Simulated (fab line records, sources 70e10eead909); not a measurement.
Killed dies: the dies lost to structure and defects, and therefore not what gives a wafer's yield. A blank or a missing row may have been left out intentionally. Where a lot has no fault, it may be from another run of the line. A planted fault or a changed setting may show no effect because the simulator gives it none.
The tool behind it: which one? || flow nand-harc || 14 lots, 42 wafers sampled, at 4 steps of a route of 1302

## WHAT THE GAUGES READ, wafer by wafer
The record holds no reading of a measuring or inspecting step that can be judged against a usual standard deviation.

## WHAT TOOL EACH LOT RAN ON (gives the tool, then ch and the chambers of the sampled wafers, and finally the start)
{"lot": "L949", "NHARC_A_CONTACT_DEP_28": "acl-dep-01 ch 0, day 21 05:47", "NHARC_A_CONTACT_DEVELOP_41": "litho-track-06 ch 0, day 21 09:00", "NHARC_A_CONTACT_DESCUM_47": "rie-diel-10 ch 0,2,3, day 21 10:14", "NHARC_A_CONTACT_ETCH_113": "har-cap-etch-02 ch 0, day 21 12:26"}
{"lot": "L951", "NHARC_A_CONTACT_DEP_28": "acl-dep-01 ch 0, day 21 19:28", "NHARC_A_CONTACT_DEVELOP_41": "litho-track-06 ch 0, day 21 23:00", "NHARC_A_CONTACT_DESCUM_47": "rie-diel-10 ch 2,3, day 21 23:17", "NHARC_A_CONTACT_ETCH_113": "har-cap-etch-03 ch 0,1, day 22 01:33"}
{"lot": "L952", "NHARC_A_CONTACT_DEP_28": "acl-dep-01 ch 0, day 22 21:58", "NHARC_A_CONTACT_DEVELOP_41": "litho-track-01 ch 0, day 23 02:00", "NHARC_A_CONTACT_DESCUM_47": "rie-diel-13 ch 0,1, day 23 02:31", "NHARC_A_CONTACT_ETCH_113": "har-cap-etch-02 ch 0,1, day 23 04:43"}
{"lot": "L954", "NHARC_A_CONTACT_DEP_28": "acl-dep-03 ch 0, day 22 21:59", "NHARC_A_CONTACT_DEVELOP_41": "litho-track-04 ch 0, day 23 02:00", "NHARC_A_CONTACT_DESCUM_47": "rie-diel-11 ch 2,3, day 23 02:20", "NHARC_A_CONTACT_ETCH_113": "har-cap-etch-03 ch 0,1, day 23 04:41"}
{"lot": "L955", "NHARC_A_CONTACT_DEP_28": "acl-dep-01 ch 0, day 23 18:44", "NHARC_A_CONTACT_DEVELOP_41": "litho-track-01 ch 0, day 23 22:00", "NHARC_A_CONTACT_DESCUM_47": "rie-diel-10 ch 0,1,2, day 23 22:25", "NHARC_A_CONTACT_ETCH_113": "har-cap-etch-03 ch 0,1, day 24 00:47"}
{"lot": "L956", "NHARC_A_CONTACT_DEP_28": "acl-dep-03 ch 0, day 24 15:08", "NHARC_A_CONTACT_DEVELOP_41": "litho-track-04 ch 0, day 24 19:00", "NHARC_A_CONTACT_DESCUM_47": "rie-diel-13 ch 1,3, day 24 19:39", "NHARC_A_CONTACT_ETCH_113": "har-cap-etch-02 ch 0,1, day 24 22:01"}
{"lot": "L959", "NHARC_A_CONTACT_DEP_28": "acl-dep-03 ch 0, day 24 23:58", "NHARC_A_CONTACT_DEVELOP_41": "litho-track-04 ch 0, day 25 03:00", "NHARC_A_CONTACT_DESCUM_47": "rie-diel-13 ch 0,3, day 25 03:45", "NHARC_A_CONTACT_ETCH_113": "har-cap-etch-03 ch 0,1, day 25 06:01"}
{"lot": "L960", "NHARC_A_CONTACT_DEP_28": "acl-dep-03 ch 0, day 26 00:35", "NHARC_A_CONTACT_DEVELOP_41": "litho-track-01 ch 0, day 26 04:00", "NHARC_A_CONTACT_DESCUM_47": "rie-diel-13 ch 0,2,3, day 26 05:04", "NHARC_A_CONTACT_ETCH_113": "har-cap-etch-03 ch 0,1, day 26 07:16"}
{"lot": "L963", "NHARC_A_CONTACT_DEP_28": "acl-dep-02 ch 0, day 26 20:26", "NHARC_A_CONTACT_DEVELOP_41": "litho-track-06 ch 0, day 27 00:00", "NHARC_A_CONTACT_DESCUM_47": "rie-diel-10 ch 0,1, day 27 00:56", "NHARC_A_CONTACT_ETCH_113": "har-cap-etch-02 ch 0,1, day 27 03:29"}
{"lot": "L962", "NHARC_A_CONTACT_DEP_28": "acl-dep-03 ch 0, day 26 21:39", "NHARC_A_CONTACT_DEVELOP_41": "litho-track-01 ch 0, day 27 01:00", "NHARC_A_CONTACT_DESCUM_47": "rie-diel-13 ch 1,2, day 27 01:28", "NHARC_A_CONTACT_ETCH_113": "har-cap-etch-01 ch 0,1, day 27 04:09"}
{"lot": "L964", "NHARC_A_CONTACT_DEP_28": "acl-dep-01 ch 0, day 26 23:21", "NHARC_A_CONTACT_DEVELOP_41": "litho-track-06 ch 0, day 27 03:00", "NHARC_A_CONTACT_DESCUM_47": "rie-diel-11 ch 1,2,3, day 27 03:52", "NHARC_A_CONTACT_ETCH_113": "har-cap-etch-02 ch 0,1, day 27 06:05"}
{"lot": "L966", "NHARC_A_CONTACT_DEP_28": "acl-dep-02 ch 0, day 27 23:47", "NHARC_A_CONTACT_DEVELOP_41": "litho-track-06 ch 0, day 28 03:00", "NHARC_A_CONTACT_DESCUM_47": "rie-diel-13 ch 0,1,3, day 28 03:31", "NHARC_A_CONTACT_ETCH_113": "har-cap-etch-03 ch 0,1, day 28 06:31"}
{"lot": "L969", "NHARC_A_CONTACT_DEP_28": "acl-dep-02 ch 0, day 29 04:31", "NHARC_A_CONTACT_DEVELOP_41": "litho-track-06, day 29 09:00", "NHARC_A_CONTACT_DESCUM_47": "rie-diel-11 ch 0,2,3, day 29 09:57", "NHARC_A_CONTACT_ETCH_113": "har-cap-etch-01 ch 1, day 29 12:08"}
{"lot": "L970", "NHARC_A_CONTACT_DEP_28": "acl-dep-03 ch 0, day 29 18:03", "NHARC_A_CONTACT_DEVELOP_41": "litho-track-01, day 29 22:00", "NHARC_A_CONTACT_DESCUM_47": "rie-diel-10 ch 1,2,3, day 29 23:06", "NHARC_A_CONTACT_ETCH_113": "har-cap-etch-03 ch 0,1, day 30 01:17"}
- NHARC_A_CONTACT_DEP_28: deposits aC, target thk 7000 nm.
- NHARC_A_CONTACT_DEVELOP_41: develop time 35 s.
- NHARC_A_CONTACT_DESCUM_47: chemistry O2, time 3 s.
- NHARC_A_CONTACT_ETCH_113: etches the open film in C4F8/O2/Ar, time 190 s, target depth 1850 nm.

## AS READ BY THE TOOLS THEMSELVES (means over the sampled wafers that have a number; for cases with no such wafer, the mark the record gives instead)
NHARC_A_CONTACT_DEP_28.
{"lot": "L949", "tool": "acl-dep-01", "throttle-valve-pct (%)": 35.003}
{"lot": "L951", "tool": "acl-dep-01", "throttle-valve-pct (%)": 34.996}
{"lot": "L952", "tool": "acl-dep-01", "throttle-valve-pct (%)": 34.994}
{"lot": "L954", "tool": "acl-dep-03", "throttle-valve-pct (%)": 34.990}
{"lot": "L955", "tool": "acl-dep-01", "throttle-valve-pct (%)": 35.000}
{"lot": "L956", "tool": "acl-dep-03", "throttle-valve-pct (%)": 34.996}
{"lot": "L959", "tool": "acl-dep-03", "throttle-valve-pct (%)": 34.998}
{"lot": "L960", "tool": "acl-dep-03", "throttle-valve-pct (%)": 35.001}
{"lot": "L963", "tool": "acl-dep-02", "throttle-valve-pct (%)": 34.995}
{"lot": "L962", "tool": "acl-dep-03", "throttle-valve-pct (%)": 34.996}
{"lot": "L964", "tool": "acl-dep-01", "throttle-valve-pct (%)": 35.003}
{"lot": "L966", "tool": "acl-dep-02", "throttle-valve-pct (%)": 35.010}
{"lot": "L969", "tool": "acl-dep-02", "throttle-valve-pct (%)": 35.000}
{"lot": "L970", "tool": "acl-dep-03", "throttle-valve-pct (%)": 35.000}

NHARC_A_CONTACT_DEVELOP_41.
{"lot": "L949", "tool": "litho-track-06", "chill-plate-temp-C (C)": 23.03, "exhaust-pa (Pa)": 45.0}
{"lot": "L951", "tool": "litho-track-06", "chill-plate-temp-C (C)": 22.99, "exhaust-pa (Pa)": 45.9}
{"lot": "L952", "tool": "litho-track-01", "chill-plate-temp-C (C)": 23.05, "exhaust-pa (Pa)": 44.5}
{"lot": "L954", "tool": "litho-track-04", "chill-plate-temp-C (C)": 22.89, "exhaust-pa (Pa)": 45.2}
{"lot": "L955", "tool": "litho-track-01", "chill-plate-temp-C (C)": 23.21, "exhaust-pa (Pa)": 45.5}
{"lot": "L956", "tool": "litho-track-04", "chill-plate-temp-C (C)": 22.85, "exhaust-pa (Pa)": 44.8}
{"lot": "L959", "tool": "litho-track-04", "chill-plate-temp-C (C)": 23.01, "exhaust-pa (Pa)": 44.7}
{"lot": "L960", "tool": "litho-track-01", "chill-plate-temp-C (C)": 22.85, "exhaust-pa (Pa)": 45.5}
{"lot": "L963", "tool": "litho-track-06", "chill-plate-temp-C (C)": 23.02, "exhaust-pa (Pa)": 46.4}
{"lot": "L962", "tool": "litho-track-01", "chill-plate-temp-C (C)": 23.01, "exhaust-pa (Pa)": 44.5}
{"lot": "L964", "tool": "litho-track-06", "chill-plate-temp-C (C)": 23.05, "exhaust-pa (Pa)": 43.7}
{"lot": "L966", "tool": "litho-track-06", "chill-plate-temp-C (C)": 22.95, "exhaust-pa (Pa)": 45.9}
{"lot": "L969", "tool": "litho-track-06", "chill-plate-temp-C (C)": "-", "exhaust-pa (Pa)": "-"}
{"lot": "L970", "tool": "litho-track-01", "chill-plate-temp-C (C)": "-", "exhaust-pa (Pa)": "-"}

NHARC_A_CONTACT_DESCUM_47.
{"lot": "L949", "tool": "rie-diel-10", "chamber-pressure-mTorr (mTorr)": 60.00, "drypump-motor-current-A (A)": 6.0, "oes-product-au (a.u.)": 1.001, "rf-vpp-V (V)": 58.1, "showerhead-plenum-p-Torr (Torr)": 1.96, "throttle-valve-pct (%)": 11.315}
{"lot": "L951", "tool": "rie-diel-10", "chamber-pressure-mTorr (mTorr)": 59.97, "drypump-motor-current-A (A)": 5.7, "oes-product-au (a.u.)": 1.016, "rf-vpp-V (V)": 57.7, "showerhead-plenum-p-Torr (Torr)": 2.02, "throttle-valve-pct (%)": 11.323}
{"lot": "L952", "tool": "rie-diel-13", "chamber-pressure-mTorr (mTorr)": 59.94, "drypump-motor-current-A (A)": 5.6, "oes-product-au (a.u.)": 1.001, "rf-vpp-V (V)": 58.5, "showerhead-plenum-p-Torr (Torr)": 1.87, "throttle-valve-pct (%)": 11.314}
{"lot": "L954", "tool": "rie-diel-11", "chamber-pressure-mTorr (mTorr)": 59.98, "drypump-motor-current-A (A)": 6.0, "oes-product-au (a.u.)": 0.995, "rf-vpp-V (V)": 58.2, "showerhead-plenum-p-Torr (Torr)": 1.91, "throttle-valve-pct (%)": 11.310}
{"lot": "L955", "tool": "rie-diel-10", "chamber-pressure-mTorr (mTorr)": 60.02, "drypump-motor-current-A (A)": 6.0, "oes-product-au (a.u.)": 1.006, "rf-vpp-V (V)": 57.7, "showerhead-plenum-p-Torr (Torr)": 1.93, "throttle-valve-pct (%)": 11.310}
{"lot": "L956", "tool": "rie-diel-13", "chamber-pressure-mTorr (mTorr)": 59.97, "drypump-motor-current-A (A)": 5.1, "oes-product-au (a.u.)": 1.000, "rf-vpp-V (V)": 58.4, "showerhead-plenum-p-Torr (Torr)": 1.80, "throttle-valve-pct (%)": 11.326}
{"lot": "L959", "tool": "rie-diel-13", "chamber-pressure-mTorr (mTorr)": 60.04, "drypump-motor-current-A (A)": 5.6, "oes-product-au (a.u.)": 0.993, "rf-vpp-V (V)": 56.9, "showerhead-plenum-p-Torr (Torr)": 1.88, "throttle-valve-pct (%)": 11.306}
{"lot": "L960", "tool": "rie-diel-13", "chamber-pressure-mTorr (mTorr)": 59.97, "drypump-motor-current-A (A)": 5.9, "oes-product-au (a.u.)": 0.998, "rf-vpp-V (V)": 58.5, "showerhead-plenum-p-Torr (Torr)": 1.88, "throttle-valve-pct (%)": 11.304}
{"lot": "L963", "tool": "rie-diel-10", "chamber-pressure-mTorr (mTorr)": 60.03, "drypump-motor-current-A (A)": 6.2, "oes-product-au (a.u.)": 1.002, "rf-vpp-V (V)": 57.9, "showerhead-plenum-p-Torr (Torr)": 1.85, "throttle-valve-pct (%)": 11.305}
{"lot": "L962", "tool": "rie-diel-13", "chamber-pressure-mTorr (mTorr)": 60.03, "drypump-motor-current-A (A)": 5.6, "oes-product-au (a.u.)": 0.987, "rf-vpp-V (V)": 56.3, "showerhead-plenum-p-Torr (Torr)": 1.79, "throttle-valve-pct (%)": 11.302}
{"lot": "L964", "tool": "rie-diel-11", "chamber-pressure-mTorr (mTorr)": 60.00, "drypump-motor-current-A (A)": 6.1, "oes-product-au (a.u.)": 1.014, "rf-vpp-V (V)": 59.3, "showerhead-plenum-p-Torr (Torr)": 1.90, "throttle-valve-pct (%)": 11.303}
{"lot": "L966", "tool": "rie-diel-13", "chamber-pressure-mTorr (mTorr)": 59.98, "drypump-motor-current-A (A)": 5.6, "oes-product-au (a.u.)": 0.995, "rf-vpp-V (V)": 57.6, "showerhead-plenum-p-Torr (Torr)": 1.87, "throttle-valve-pct (%)": 11.311}
{"lot": "L969", "tool": "rie-diel-11", "chamber-pressure-mTorr (mTorr)": 59.96, "drypump-motor-current-A (A)": 5.7, "oes-product-au (a.u.)": 1.015, "rf-vpp-V (V)": 57.4, "showerhead-plenum-p-Torr (Torr)": 1.92, "throttle-valve-pct (%)": 11.313}
{"lot": "L970", "tool": "rie-diel-10", "chamber-pressure-mTorr (mTorr)": 60.01, "drypump-motor-current-A (A)": 5.9, "oes-product-au (a.u.)": 1.010, "rf-vpp-V (V)": 57.5, "showerhead-plenum-p-Torr (Torr)": 1.93, "throttle-valve-pct (%)": 11.317}

NHARC_A_CONTACT_ETCH_113.
{"lot": "L949", "tool": "har-cap-etch-02", "chamber-pressure-mTorr (mTorr)": 20.004}
{"lot": "L951", "tool": "har-cap-etch-03", "chamber-pressure-mTorr (mTorr)": 19.999}
{"lot": "L952", "tool": "har-cap-etch-02", "chamber-pressure-mTorr (mTorr)": 20.001}
{"lot": "L954", "tool": "har-cap-etch-03", "chamber-pressure-mTorr (mTorr)": 19.995}
{"lot": "L955", "tool": "har-cap-etch-03", "chamber-pressure-mTorr (mTorr)": 20.018}
{"lot": "L956", "tool": "har-cap-etch-02", "chamber-pressure-mTorr (mTorr)": 19.995}
{"lot": "L959", "tool": "har-cap-etch-03", "chamber-pressure-mTorr (mTorr)": 20.023}
{"lot": "L960", "tool": "har-cap-etch-03", "chamber-pressure-mTorr (mTorr)": 20.014}
{"lot": "L963", "tool": "har-cap-etch-02", "chamber-pressure-mTorr (mTorr)": 19.994}
{"lot": "L962", "tool": "har-cap-etch-01", "chamber-pressure-mTorr (mTorr)": 20.014}
{"lot": "L964", "tool": "har-cap-etch-02", "chamber-pressure-mTorr (mTorr)": 20.004}
{"lot": "L966", "tool": "har-cap-etch-03", "chamber-pressure-mTorr (mTorr)": 19.996}
{"lot": "L969", "tool": "har-cap-etch-01", "chamber-pressure-mTorr (mTorr)": 20.021}
{"lot": "L970", "tool": "har-cap-etch-03", "chamber-pressure-mTorr (mTorr)": 19.994}

## THE ANSWER, worked out from the rows above alone
Rule: what is usual is taken from the lots themselves. The widest of any qualifying gaps counts: lots, ordered by their means at a reading, are off when they make up no more than a third of the lots, leave a main group of 4 or more, and stand apart from it by 3 or more times the standard deviation of that group's means. Not used: any main group whose means are identical at the precision the tables above print for the reading. A lot without any number at a reading at which 4 lots or more have one is off too. The other lots that the step has rows for count as sound. The gauges are gone through in route order, then the tools' own readings, and for those a lot's mean is taken as printed above. At the first step where some lot is off, the reading lying furthest off is the one used; lots without a number count as furthest.
Off: L969, L970, at NHARC_A_CONTACT_DEVELOP_41 (chill-plate-temp-C). Without a number there: L969, L970. Main group: mean 22.99 C, sd 0.096.
If a tool, at that step or one of the process steps before it, ran each lot that is off and ran no sound lot following the first of them, it fits. Not one of the candidates tried fits.

## WHAT HAD BEEN PUT IN BY THE SIMULATOR
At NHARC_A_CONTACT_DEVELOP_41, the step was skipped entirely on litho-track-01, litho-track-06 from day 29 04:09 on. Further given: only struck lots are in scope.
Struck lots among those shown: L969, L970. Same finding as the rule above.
